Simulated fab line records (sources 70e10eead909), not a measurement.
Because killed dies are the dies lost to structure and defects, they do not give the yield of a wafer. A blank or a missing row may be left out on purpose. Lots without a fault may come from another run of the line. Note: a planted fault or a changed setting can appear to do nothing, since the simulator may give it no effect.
Which tool was responsible? / flow nand-harc / 24 lots with 72 wafers sampled at 5 steps, on a route of 1302 steps

WHAT THE GAUGES READ, wafer by wafer
NHARC_A_SGD_CUT_CD_MEAS_09: target cd 100 nm. Usual: cd-nm 100.0 nm, standard deviation 0.58.
lot=L074; measured=day 20 01:50; on=cd-sem-01; cd-nm (nm)=100.7 100.1 100.3; flag=
lot=L077; measured=day 20 02:49; on=cd-sem-01; cd-nm (nm)=98.8 100.0 98.8; flag=
lot=L075; measured=day 20 08:43; on=cd-sem-03; cd-nm (nm)=100.7 100.3 100.9; flag=
lot=L076; measured=day 20 16:01; on=cd-sem-03; cd-nm (nm)=100.7 100.3 99.9; flag=
lot=L079; measured=day 21 09:40; on=cd-sem-02; cd-nm (nm)=100.5 100.4 101.0; flag=
lot=L078; measured=day 21 06:43; on=cd-sem-03; cd-nm (nm)=100.8 100.6 100.7; flag=
lot=L080; measured=day 21 16:44; on=cd-sem-03; cd-nm (nm)=100.2 100.4 99.8; flag=
lot=L081; measured=day 21 17:02; on=cd-sem-01; cd-nm (nm)=99.4 99.3 99.3; flag=
lot=L082; measured=day 23 04:48; on=cd-sem-03; cd-nm (nm)=100.1 99.9 100.3; flag=
lot=L083; measured=day 23 14:04; on=cd-sem-02; cd-nm (nm)=100.8 99.6 99.7; flag=
lot=L085; measured=day 23 14:39; on=cd-sem-02; cd-nm (nm)=100.4 100.5 100.4; flag=
lot=L084; measured=day 23 14:22; on=cd-sem-02; cd-nm (nm)=99.7 99.7 100.1; flag=
lot=L086; measured=day 24 04:05; on=cd-sem-02; cd-nm (nm)=99.9 100.5 100.5; flag=
lot=L087; measured=day 24 14:58; on=cd-sem-02; cd-nm (nm)=101.0 100.4 100.6; flag=
lot=L089; measured=day 25 07:34; on=cd-sem-03; cd-nm (nm)=100.3 100.5 100.3; flag=
lot=L088; measured=day 25 07:21; on=cd-sem-01; cd-nm (nm)=100.2 100.8 100.6; flag=
lot=L090; measured=day 26 16:36; on=cd-sem-03; cd-nm (nm)=99.7 99.9 99.1; flag=
lot=L091; measured=day 27 04:41; on=cd-sem-01; cd-nm (nm)=100.9 99.8 99.8; flag=
lot=L092; measured=day 27 03:41; on=cd-sem-01; cd-nm (nm)=99.9 101.0 99.7; flag=
lot=L093; measured=day 27 10:47; on=cd-sem-01; cd-nm (nm)=99.1 99.0 99.3; flag=
lot=L094; measured=day 27 10:25; on=cd-sem-03; cd-nm (nm)=99.7 100.2 99.7; flag=
lot=L095; measured=day 28 11:15; on=cd-sem-03; cd-nm (nm)=99.3 99.7 99.7; flag=
lot=L097; measured=day 28 17:38; on=cd-sem-03; cd-nm (nm)=99.5 99.9 100.1; flag=
lot=L096; measured=day 29 00:01; on=cd-sem-01; cd-nm (nm)=98.9 99.1 99.4; flag=

NHARC_A_SGD_CUT_INSPECT_25. Usual: raw-defect-count 394, standard deviation 98.
lot=L074; measured=day 20 08:29; on=defect-inspect-01; raw-defect-count=340 322 327; flag=
lot=L077; measured=day 20 08:23; on=defect-inspect-02; raw-defect-count=415 765 656; flag=
lot=L075; measured=day 20 15:31; on=defect-inspect-01; raw-defect-count=375 346 379; flag=
lot=L076; measured=day 20 22:50; on=defect-inspect-02; raw-defect-count=551 477 452; flag=
lot=L079; measured=day 21 15:08; on=defect-inspect-02; raw-defect-count=364 428 364; flag=
lot=L078; measured=day 21 15:09; on=defect-inspect-01; raw-defect-count=325 363 410; flag=
lot=L080; measured=day 21 23:31; on=defect-inspect-01; raw-defect-count=436 397 431; flag=
lot=L081; measured=day 21 23:32; on=defect-inspect-02; raw-defect-count=299 489 404; flag=
lot=L082; measured=day 23 11:27; on=defect-inspect-01; raw-defect-count=445 381 507; flag=
lot=L083; measured=day 23 20:52; on=defect-inspect-01; raw-defect-count=235 314 220; flag=
lot=L085; measured=day 23 21:08; on=defect-inspect-02; raw-defect-count=242 426 326; flag=
lot=L084; measured=day 23 20:52; on=defect-inspect-02; raw-defect-count=328 272 316; flag=
lot=L086; measured=day 24 11:07; on=defect-inspect-01; raw-defect-count=445 490 554; flag=
lot=L087; measured=day 24 21:37; on=defect-inspect-01; raw-defect-count=202 329 324; flag=
lot=L089; measured=day 25 15:16; on=defect-inspect-02; raw-defect-count=416 305 355; flag=
lot=L088; measured=day 25 15:12; on=defect-inspect-01; raw-defect-count=482 308 369; flag=
lot=L090; measured=day 26 23:24; on=defect-inspect-02; raw-defect-count=502 496 925; flag=
lot=L091; measured=day 27 10:23; on=defect-inspect-02; raw-defect-count=356 298 410; flag=
lot=L092; measured=day 27 10:22; on=defect-inspect-01; raw-defect-count=520 402 476; flag=
lot=L093; measured=day 27 17:13; on=defect-inspect-01; raw-defect-count=277 388 310; flag=
lot=L094; measured=day 27 17:14; on=defect-inspect-02; raw-defect-count=314 298 330; flag=
lot=L095; measured=day 28 21:14; on=defect-inspect-02; raw-defect-count=370 310 289; flag=
lot=L097; measured=day 29 00:18; on=defect-inspect-02; raw-defect-count=417 351 415; flag=
lot=L096; measured=day 29 06:50; on=defect-inspect-01; raw-defect-count=459 404 434; flag=

EACH LOT AND THE TOOL THAT RAN IT (in order: tool; ch and the chambers of the sampled wafers; start)
lot=L074; NHARC_A_STAIRCASE_ETCH_315=rie-diel-02 ch 0,2,3, day 20 00:25 or earlier; NHARC_A_STAIRCASE_DEP_471=pecvd-03 ch 0,1,2, day 20 00:25; NHARC_A_SGD_CUT_STRIP_17=rie-diel-11 ch 0,1,3, day 20 08:29 or earlier
lot=L077; NHARC_A_STAIRCASE_ETCH_315=rie-diel-02 ch 0,1, day 20 01:26 or earlier; NHARC_A_STAIRCASE_DEP_471=pecvd-02 ch 0,1, day 20 01:26; NHARC_A_SGD_CUT_STRIP_17=rie-diel-01 ch 1,2, day 20 08:23 or earlier
lot=L075; NHARC_A_STAIRCASE_ETCH_315=rie-diel-07 ch 0,2,3, day 20 07:13 or earlier; NHARC_A_STAIRCASE_DEP_471=pecvd-02 ch 0,1, day 20 07:13; NHARC_A_SGD_CUT_STRIP_17=rie-diel-01 ch 0,1,3, day 20 15:31 or earlier
lot=L076; NHARC_A_STAIRCASE_ETCH_315=rie-diel-02 ch 2,3, day 20 14:38 or earlier; NHARC_A_STAIRCASE_DEP_471=pecvd-03 ch 1,2, day 20 14:38; NHARC_A_SGD_CUT_STRIP_17=rie-diel-09 ch 0,1,2, day 20 22:50 or earlier
lot=L079; NHARC_A_STAIRCASE_ETCH_315=rie-diel-07 ch 1,3, day 21 08:08 or earlier; NHARC_A_STAIRCASE_DEP_471=pecvd-02 ch 0,1, day 21 08:08; NHARC_A_SGD_CUT_STRIP_17=rie-diel-09 ch 0,2, day 21 15:08 or earlier
lot=L078; NHARC_A_STAIRCASE_ETCH_315=rie-diel-07 ch 0,3, day 21 05:18 or earlier; NHARC_A_STAIRCASE_DEP_471=pecvd-02 ch 0,1, day 21 05:18; NHARC_A_SGD_CUT_STRIP_17=rie-diel-09 ch 0,2,3, day 21 15:09 or earlier
lot=L080; NHARC_A_STAIRCASE_ETCH_315=rie-diel-10 ch 0,1,3, day 21 15:32 or earlier; NHARC_A_STAIRCASE_DEP_471=pecvd-04 ch 0,1,2, day 21 15:32; NHARC_A_SGD_CUT_STRIP_17=rie-diel-11 ch 0,1, day 21 23:31 or earlier
lot=L081; NHARC_A_STAIRCASE_ETCH_315=rie-diel-07 ch 0,2,3, day 21 15:41 or earlier; NHARC_A_STAIRCASE_DEP_471=pecvd-04 ch 0,1, day 21 15:41; NHARC_A_SGD_CUT_STRIP_17=rie-diel-01 ch 1,2, day 21 23:32 or earlier
lot=L082; NHARC_A_STAIRCASE_ETCH_315=rie-diel-02 ch 0,2,3, day 23 03:19 or earlier; NHARC_A_STAIRCASE_DEP_471=pecvd-02 ch 0,1, day 23 03:19; NHARC_A_SGD_CUT_STRIP_17=rie-diel-11 ch 0,2,3, day 23 11:27 or earlier
lot=L083; NHARC_A_STAIRCASE_ETCH_315=rie-diel-07 ch 0,2,3, day 23 12:40 or earlier; NHARC_A_STAIRCASE_DEP_471=pecvd-04 ch 0,1,2, day 23 12:40; NHARC_A_SGD_CUT_STRIP_17=rie-diel-11 ch 0,1,2, day 23 20:52 or earlier
lot=L085; NHARC_A_STAIRCASE_ETCH_315=rie-diel-07 ch 0,2,3, day 23 13:23 or earlier; NHARC_A_STAIRCASE_DEP_471=pecvd-04 ch 1,2, day 23 13:23; NHARC_A_SGD_CUT_STRIP_17=rie-diel-01 ch 1,2,3, day 23 21:08 or earlier
lot=L084; NHARC_A_STAIRCASE_ETCH_315=rie-diel-07 ch 1,2,3, day 23 12:55 or earlier; NHARC_A_STAIRCASE_DEP_471=pecvd-03 ch 0,2, day 23 12:55; NHARC_A_SGD_CUT_STRIP_17=rie-diel-09 ch 1,2, day 23 20:52 or earlier
lot=L086; NHARC_A_STAIRCASE_ETCH_315=rie-diel-02 ch 0,3, day 24 02:43 or earlier; NHARC_A_STAIRCASE_DEP_471=pecvd-02 ch 0,1, day 24 02:43; NHARC_A_SGD_CUT_STRIP_17=rie-diel-11 ch 2,3, day 24 11:07 or earlier
lot=L087; NHARC_A_STAIRCASE_ETCH_315=rie-diel-07 ch 1,2,3, day 24 13:29 or earlier; NHARC_A_STAIRCASE_DEP_471=pecvd-02 ch 0,1, day 24 13:29; NHARC_A_SGD_CUT_STRIP_17=rie-diel-09 ch 2,3, day 24 21:37 or earlier
lot=L089; NHARC_A_STAIRCASE_ETCH_315=rie-diel-10 ch 1,2,3, day 25 06:11 or earlier; NHARC_A_STAIRCASE_DEP_471=pecvd-02 ch 0,1,2, day 25 06:11; NHARC_A_SGD_CUT_STRIP_17=rie-diel-11 ch 1,2,3, day 25 15:16 or earlier
lot=L088; NHARC_A_STAIRCASE_ETCH_315=rie-diel-10 ch 2,3, day 25 05:55 or earlier; NHARC_A_STAIRCASE_DEP_471=pecvd-03 ch 0,2, day 25 05:55; NHARC_A_SGD_CUT_STRIP_17=rie-diel-01 ch 1,2, day 25 15:12 or earlier
lot=L090; NHARC_A_STAIRCASE_ETCH_315=rie-diel-10 ch 1,3, day 26 15:14 or earlier; NHARC_A_STAIRCASE_DEP_471=pecvd-04 ch 1,2, day 26 15:14; NHARC_A_SGD_CUT_STRIP_17=rie-diel-09 ch 0,1, day 26 23:24 or earlier
lot=L091; NHARC_A_STAIRCASE_ETCH_315=rie-diel-10 ch 0,2,3, day 27 03:17 or earlier; NHARC_A_STAIRCASE_DEP_471=pecvd-04 ch 0,1,2, day 27 03:17; NHARC_A_SGD_CUT_STRIP_17=rie-diel-11 ch 1,2,3, day 27 10:23 or earlier
lot=L092; NHARC_A_STAIRCASE_ETCH_315=rie-diel-10 ch 0,1,2, day 27 02:19 or earlier; NHARC_A_STAIRCASE_DEP_471=pecvd-03 ch 1,2, day 27 02:19; NHARC_A_SGD_CUT_STRIP_17=rie-diel-01 ch 0,2,3, day 27 10:22 or earlier
lot=L093; NHARC_A_STAIRCASE_ETCH_315=rie-diel-10 ch 0,2, day 27 09:18 or earlier; NHARC_A_STAIRCASE_DEP_471=pecvd-03 ch 1,2, day 27 09:18; NHARC_A_SGD_CUT_STRIP_17=rie-diel-11 ch 0,1,3, day 27 17:13 or earlier
lot=L094; NHARC_A_STAIRCASE_ETCH_315=rie-diel-07 ch 0,1, day 27 09:08 or earlier; NHARC_A_STAIRCASE_DEP_471=pecvd-02 ch 0,1,2, day 27 09:08; NHARC_A_SGD_CUT_STRIP_17=rie-diel-01 ch 0,1,3, day 27 17:14 or earlier
lot=L095; NHARC_A_STAIRCASE_ETCH_315=rie-diel-10 ch 0,1,2, day 28 09:50 or earlier; NHARC_A_STAIRCASE_DEP_471=pecvd-03 ch 1,2, day 28 09:50; NHARC_A_SGD_CUT_STRIP_17=rie-diel-11 ch 1,2,3, day 28 21:14 or earlier
lot=L097; NHARC_A_STAIRCASE_ETCH_315=rie-diel-02 ch 0,3, day 28 16:25 or earlier; NHARC_A_STAIRCASE_DEP_471=pecvd-04 ch 0,1, day 28 16:25; NHARC_A_SGD_CUT_STRIP_17=rie-diel-11 ch 2,3, day 29 00:18 or earlier
lot=L096; NHARC_A_STAIRCASE_ETCH_315=rie-diel-02 ch 0,2, day 28 22:37 or earlier; NHARC_A_STAIRCASE_DEP_471=pecvd-04 ch 0,1, day 28 22:37; NHARC_A_SGD_CUT_STRIP_17=rie-diel-01 ch 0,3, day 29 06:50 or earlier
- NHARC_A_STAIRCASE_ETCH_315: etches the open film in C4F8/O2/Ar, target depth 2500 nm, time 607.1 s.
- NHARC_A_STAIRCASE_DEP_471: deposits SiO2, target thk 100 nm.
- NHARC_A_SGD_CUT_STRIP_17: strips in O2.

AS READ BY THE TOOLS THEMSELVES (means over the sampled wafers that have a number; for cases with no such wafer, the mark the record gives instead)
NHARC_A_STAIRCASE_ETCH_315. Usual: bias-w 2999 W, standard deviation 8.4; oes-product-au 0.930 a.u., standard deviation 0.011; rf-vpp-V 1825 V, standard deviation 12.
lot=L074; tool=rie-diel-02; bias-w (W)=3003; oes-product-au (a.u.)=0.919; rf-vpp-V (V)=1834; flag=
lot=L077; tool=rie-diel-02; bias-w (W)=3001; oes-product-au (a.u.)=0.938; rf-vpp-V (V)=1840; flag=
lot=L075; tool=rie-diel-07; bias-w (W)=3000; oes-product-au (a.u.)=0.932; rf-vpp-V (V)=1818; flag=
lot=L076; tool=rie-diel-02; bias-w (W)=3002; oes-product-au (a.u.)=0.932; rf-vpp-V (V)=1831; flag=
lot=L079; tool=rie-diel-07; bias-w (W)=2996; oes-product-au (a.u.)=0.930; rf-vpp-V (V)=1828; flag=
lot=L078; tool=rie-diel-07; bias-w (W)=2993; oes-product-au (a.u.)=0.920; rf-vpp-V (V)=1819; flag=
lot=L080; tool=rie-diel-10; bias-w (W)=2995; oes-product-au (a.u.)=0.945; rf-vpp-V (V)=1823; flag=
lot=L081; tool=rie-diel-07; bias-w (W)=3003; oes-product-au (a.u.)=0.937; rf-vpp-V (V)=1818; flag=
lot=L082; tool=rie-diel-02; bias-w (W)=3004; oes-product-au (a.u.)=0.915; rf-vpp-V (V)=1833; flag=
lot=L083; tool=rie-diel-07; bias-w (W)=3001; oes-product-au (a.u.)=0.918; rf-vpp-V (V)=1817; flag=
lot=L085; tool=rie-diel-07; bias-w (W)=3000; oes-product-au (a.u.)=0.921; rf-vpp-V (V)=1817; flag=
lot=L084; tool=rie-diel-07; bias-w (W)=3000; oes-product-au (a.u.)=0.924; rf-vpp-V (V)=1822; flag=
lot=L086; tool=rie-diel-02; bias-w (W)=2999; oes-product-au (a.u.)=0.921; rf-vpp-V (V)=1835; flag=
lot=L087; tool=rie-diel-07; bias-w (W)=3005; oes-product-au (a.u.)=0.923; rf-vpp-V (V)=1821; flag=
lot=L089; tool=rie-diel-10; bias-w (W)=3001; oes-product-au (a.u.)=0.940; rf-vpp-V (V)=1814; flag=
lot=L088; tool=rie-diel-10; bias-w (W)=3002; oes-product-au (a.u.)=0.934; rf-vpp-V (V)=1816; flag=
lot=L090; tool=rie-diel-10; bias-w (W)=3001; oes-product-au (a.u.)=0.925; rf-vpp-V (V)=1813; flag=
lot=L091; tool=rie-diel-10; bias-w (W)=2998; oes-product-au (a.u.)=0.933; rf-vpp-V (V)=1825; flag=
lot=L092; tool=rie-diel-10; bias-w (W)=2997; oes-product-au (a.u.)=0.931; rf-vpp-V (V)=1822; flag=
lot=L093; tool=rie-diel-10; bias-w (W)=3000; oes-product-au (a.u.)=0.936; rf-vpp-V (V)=1833; flag=
lot=L094; tool=rie-diel-07; bias-w (W)=2999; oes-product-au (a.u.)=0.927; rf-vpp-V (V)=1817; flag=
lot=L095; tool=rie-diel-10; bias-w (W)=2998; oes-product-au (a.u.)=0.934; rf-vpp-V (V)=1836; flag=
lot=L097; tool=rie-diel-02; bias-w (W)=2994; oes-product-au (a.u.)=0.931; rf-vpp-V (V)=1838; flag=
lot=L096; tool=rie-diel-02; bias-w (W)=2999; oes-product-au (a.u.)=0.936; rf-vpp-V (V)=1826; flag=

NHARC_A_STAIRCASE_DEP_471. Usual: heater-power-w 527 W, standard deviation 79; susceptor-temp-C 400.03 C, standard deviation 0.25; throttle-valve-pct 15.6 %, standard deviation 0.43.
lot=L074; tool=pecvd-03; heater-power-w (W)=539; susceptor-temp-C (C)=400.04; throttle-valve-pct (%)=15.7; flag=
lot=L077; tool=pecvd-02; heater-power-w (W)=547; susceptor-temp-C (C)=400.27; throttle-valve-pct (%)=15.6; flag=
lot=L075; tool=pecvd-02; heater-power-w (W)=495; susceptor-temp-C (C)=400.13; throttle-valve-pct (%)=15.5; flag=
lot=L076; tool=pecvd-03; heater-power-w (W)=589; susceptor-temp-C (C)=400.12; throttle-valve-pct (%)=15.7; flag=
lot=L079; tool=pecvd-02; heater-power-w (W)=509; susceptor-temp-C (C)=400.06; throttle-valve-pct (%)=15.6; flag=
lot=L078; tool=pecvd-02; heater-power-w (W)=472; susceptor-temp-C (C)=399.96; throttle-valve-pct (%)=15.7; flag=
lot=L080; tool=pecvd-04; heater-power-w (W)=488; susceptor-temp-C (C)=400.16; throttle-valve-pct (%)=15.5; flag=
lot=L081; tool=pecvd-04; heater-power-w (W)=547; susceptor-temp-C (C)=399.94; throttle-valve-pct (%)=15.0; flag=
lot=L082; tool=pecvd-02; heater-power-w (W)=466; susceptor-temp-C (C)=399.92; throttle-valve-pct (%)=15.5; flag=
lot=L083; tool=pecvd-04; heater-power-w (W)=549; susceptor-temp-C (C)=400.23; throttle-valve-pct (%)=15.6; flag=
lot=L085; tool=pecvd-04; heater-power-w (W)=508; susceptor-temp-C (C)=400.05; throttle-valve-pct (%)=15.3; flag=
lot=L084; tool=pecvd-03; heater-power-w (W)=546; susceptor-temp-C (C)=400.13; throttle-valve-pct (%)=15.8; flag=
lot=L086; tool=pecvd-02; heater-power-w (W)=539; susceptor-temp-C (C)=399.81; throttle-valve-pct (%)=15.8; flag=
lot=L087; tool=pecvd-02; heater-power-w (W)=558; susceptor-temp-C (C)=400.15; throttle-valve-pct (%)=15.8; flag=
lot=L089; tool=pecvd-02; heater-power-w (W)=525; susceptor-temp-C (C)=399.95; throttle-valve-pct (%)=15.8; flag=
lot=L088; tool=pecvd-03; heater-power-w (W)=547; susceptor-temp-C (C)=400.03; throttle-valve-pct (%)=15.6; flag=
lot=L090; tool=pecvd-04; heater-power-w (W)=466; susceptor-temp-C (C)=400.06; throttle-valve-pct (%)=15.5; flag=
lot=L091; tool=pecvd-04; heater-power-w (W)=502; susceptor-temp-C (C)=399.97; throttle-valve-pct (%)=15.7; flag=
lot=L092; tool=pecvd-03; heater-power-w (W)=527; susceptor-temp-C (C)=400.22; throttle-valve-pct (%)=15.5; flag=
lot=L093; tool=pecvd-03; heater-power-w (W)=518; susceptor-temp-C (C)=399.91; throttle-valve-pct (%)=15.6; flag=
lot=L094; tool=pecvd-02; heater-power-w (W)=538; susceptor-temp-C (C)=400.02; throttle-valve-pct (%)=15.7; flag=
lot=L095; tool=pecvd-03; heater-power-w (W)=493; susceptor-temp-C (C)=400.22; throttle-valve-pct (%)=15.7; flag=
lot=L097; tool=pecvd-04; heater-power-w (W)=573; susceptor-temp-C (C)=400.06; throttle-valve-pct (%)=15.6; flag=
lot=L096; tool=pecvd-04; heater-power-w (W)=502; susceptor-temp-C (C)=400.16; throttle-valve-pct (%)=15.3; flag=

NHARC_A_SGD_CUT_STRIP_17. Usual: drypump-motor-current-A 5.6 A, standard deviation 0.56; oes-product-au 0.999 a.u., standard deviation 0.01; rf-vpp-V 57.7 V, standard deviation 0.92; showerhead-plenum-p-Torr 3.50 Torr, standard deviation 0.16; throttle-valve-pct 17.036 %, standard deviation 0.0082.
lot=L074; tool=rie-diel-11; drypump-motor-current-A (A)=5.4; oes-product-au (a.u.)=0.994; rf-vpp-V (V)=57.6; showerhead-plenum-p-Torr (Torr)=3.56; throttle-valve-pct (%)=17.030; flag=
lot=L077; tool=rie-diel-01; drypump-motor-current-A (A)=5.3; oes-product-au (a.u.)=0.998; rf-vpp-V (V)=58.3; showerhead-plenum-p-Torr (Torr)=3.67; throttle-valve-pct (%)=17.042; flag=
lot=L075; tool=rie-diel-01; drypump-motor-current-A (A)=5.8; oes-product-au (a.u.)=0.997; rf-vpp-V (V)=57.2; showerhead-plenum-p-Torr (Torr)=3.40; throttle-valve-pct (%)=17.035; flag=
lot=L076; tool=rie-diel-09; drypump-motor-current-A (A)=6.2; oes-product-au (a.u.)=0.997; rf-vpp-V (V)=56.9; showerhead-plenum-p-Torr (Torr)=3.47; throttle-valve-pct (%)=17.038; flag=
lot=L079; tool=rie-diel-09; drypump-motor-current-A (A)=6.2; oes-product-au (a.u.)=1.001; rf-vpp-V (V)=58.1; showerhead-plenum-p-Torr (Torr)=3.44; throttle-valve-pct (%)=17.039; flag=
lot=L078; tool=rie-diel-09; drypump-motor-current-A (A)=6.0; oes-product-au (a.u.)=1.006; rf-vpp-V (V)=57.7; showerhead-plenum-p-Torr (Torr)=3.39; throttle-valve-pct (%)=17.039; flag=
lot=L080; tool=rie-diel-11; drypump-motor-current-A (A)=4.9; oes-product-au (a.u.)=0.987; rf-vpp-V (V)=58.0; showerhead-plenum-p-Torr (Torr)=3.65; throttle-valve-pct (%)=17.036; flag=
lot=L081; tool=rie-diel-01; drypump-motor-current-A (A)=5.3; oes-product-au (a.u.)=1.001; rf-vpp-V (V)=57.4; showerhead-plenum-p-Torr (Torr)=3.67; throttle-valve-pct (%)=17.041; flag=
lot=L082; tool=rie-diel-11; drypump-motor-current-A (A)=5.5; oes-product-au (a.u.)=0.990; rf-vpp-V (V)=57.9; showerhead-plenum-p-Torr (Torr)=3.47; throttle-valve-pct (%)=17.039; flag=
lot=L083; tool=rie-diel-11; drypump-motor-current-A (A)=5.1; oes-product-au (a.u.)=0.994; rf-vpp-V (V)=58.5; showerhead-plenum-p-Torr (Torr)=3.61; throttle-valve-pct (%)=17.039; flag=
lot=L085; tool=rie-diel-01; drypump-motor-current-A (A)=5.7; oes-product-au (a.u.)=0.996; rf-vpp-V (V)=58.0; showerhead-plenum-p-Torr (Torr)=3.55; throttle-valve-pct (%)=17.039; flag=
lot=L084; tool=rie-diel-09; drypump-motor-current-A (A)=6.1; oes-product-au (a.u.)=0.986; rf-vpp-V (V)=58.0; showerhead-plenum-p-Torr (Torr)=3.53; throttle-valve-pct (%)=17.043; flag=
lot=L086; tool=rie-diel-11; drypump-motor-current-A (A)=5.9; oes-product-au (a.u.)=1.003; rf-vpp-V (V)=56.9; showerhead-plenum-p-Torr (Torr)=3.37; throttle-valve-pct (%)=17.038; flag=
lot=L087; tool=rie-diel-09; drypump-motor-current-A (A)=5.7; oes-product-au (a.u.)=1.001; rf-vpp-V (V)=57.8; showerhead-plenum-p-Torr (Torr)=3.36; throttle-valve-pct (%)=17.033; flag=
lot=L089; tool=rie-diel-11; drypump-motor-current-A (A)=5.6; oes-product-au (a.u.)=1.001; rf-vpp-V (V)=57.5; showerhead-plenum-p-Torr (Torr)=3.51; throttle-valve-pct (%)=17.039; flag=
lot=L088; tool=rie-diel-01; drypump-motor-current-A (A)=5.3; oes-product-au (a.u.)=0.995; rf-vpp-V (V)=58.7; showerhead-plenum-p-Torr (Torr)=3.66; throttle-valve-pct (%)=17.036; flag=
lot=L090; tool=rie-diel-09; drypump-motor-current-A (A)=6.2; oes-product-au (a.u.)=1.000; rf-vpp-V (V)=57.2; showerhead-plenum-p-Torr (Torr)=3.50; throttle-valve-pct (%)=17.039; flag=
lot=L091; tool=rie-diel-11; drypump-motor-current-A (A)=5.6; oes-product-au (a.u.)=1.005; rf-vpp-V (V)=57.0; showerhead-plenum-p-Torr (Torr)=3.51; throttle-valve-pct (%)=17.043; flag=
lot=L092; tool=rie-diel-01; drypump-motor-current-A (A)=5.3; oes-product-au (a.u.)=0.989; rf-vpp-V (V)=58.4; showerhead-plenum-p-Torr (Torr)=3.50; throttle-valve-pct (%)=17.035; flag=
lot=L093; tool=rie-diel-11; drypump-motor-current-A (A)=5.4; oes-product-au (a.u.)=1.013; rf-vpp-V (V)=57.7; showerhead-plenum-p-Torr (Torr)=3.55; throttle-valve-pct (%)=17.033; flag=
lot=L094; tool=rie-diel-01; drypump-motor-current-A (A)=5.8; oes-product-au (a.u.)=1.006; rf-vpp-V (V)=57.2; showerhead-plenum-p-Torr (Torr)=3.39; throttle-valve-pct (%)=17.034; flag=
lot=L095; tool=rie-diel-11; drypump-motor-current-A (A)=5.6; oes-product-au (a.u.)=1.004; rf-vpp-V (V)=56.7; showerhead-plenum-p-Torr (Torr)=3.51; throttle-valve-pct (%)=17.031; flag=
lot=L097; tool=rie-diel-11; drypump-motor-current-A (A)=5.7; oes-product-au (a.u.)=1.003; rf-vpp-V (V)=58.2; showerhead-plenum-p-Torr (Torr)=3.42; throttle-valve-pct (%)=17.037; flag=
lot=L096; tool=rie-diel-01; drypump-motor-current-A (A)=5.4; oes-product-au (a.u.)=1.003; rf-vpp-V (V)=57.9; showerhead-plenum-p-Torr (Torr)=3.35; throttle-valve-pct (%)=17.030; flag=

THE ANSWER, worked out from the rows above alone
Rule: a lot is off if the mean of its wafers that have a number lies more than 3 standard deviations from the usual mean. Also off: a lot with no number at a reading for which 4 or more lots have one. Where the step has rows for the other lots, those lots are counted as sound. The gauges are gone through in route order, then the tools' own readings, and for those a lot's mean is taken as printed above. At the first step where some lot is off, the reading lying furthest off is the one used; lots without a number count as furthest.
None of the lots is off at any reading shown; this tells nothing.

WHAT THE SIMULATOR PUT IN
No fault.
